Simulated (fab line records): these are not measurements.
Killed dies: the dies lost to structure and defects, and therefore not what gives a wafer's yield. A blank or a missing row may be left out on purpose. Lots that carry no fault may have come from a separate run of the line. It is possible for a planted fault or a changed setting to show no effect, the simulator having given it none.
Matching of chambers -- flow nand_harc -- NHARC_A_M0_CMP_23 on cmp-04 has 4 sister chambers
The step polishes, t overpolish 20 s, target thk 113.75 nm. 4 wafers are shown with their chamber, then 8 later ones without.

WAFERS PAIRED WITH THEIR CHAMBERS
wafer,chamber,motor_current_A (A)
L084.2,1,10.7
L087.2,3,11.0
L087.4,0,14.1
L089.1,2,11.1

WAFERS WHOSE CHAMBER IS MISSING
wafer,motor_current_A (A)
L089.2,13.5
L089.4,10.8
L093.1,11.1
L093.3,11.9
L093.5,13.5
L094.3,14.6
L094.4,11.5
L094.5,11.1

EACH ONE'S CHAMBER
wafer,from the rows above,in truth
L089.2,0,0
L089.4,can't be placed: 1 or 3 or 2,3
L093.1,can't be placed: 2 or 3 or 1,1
L093.3,can't be placed: 2 or 3 or 1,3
L093.5,0,0
L094.3,0,0
L094.4,can't be placed: 2 or 3 or 1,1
L094.5,can't be placed: 2 or 3 or 1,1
Placed correctly: 3 of 8. Unplaceable from these rows: 5, with the true chamber sitting among the candidates in 5. 0 placed wrongly.
How it was worked out, from the rows above alone: a wafer's distance from a chamber is the root of the sum, over the readings, of the square of ((its reading less the chamber's mean) divided by the reading's scatter). If the next closest chamber is less than 2 further off than the closest, the wafer can't be placed; otherwise it belongs to the closest. The mean given for a chamber averages the wafers shown for that chamber. The scatter (one wafer shown for each chamber): square how far every hidden wafer sits from the nearest shown wafer, average those squares and take the square root.
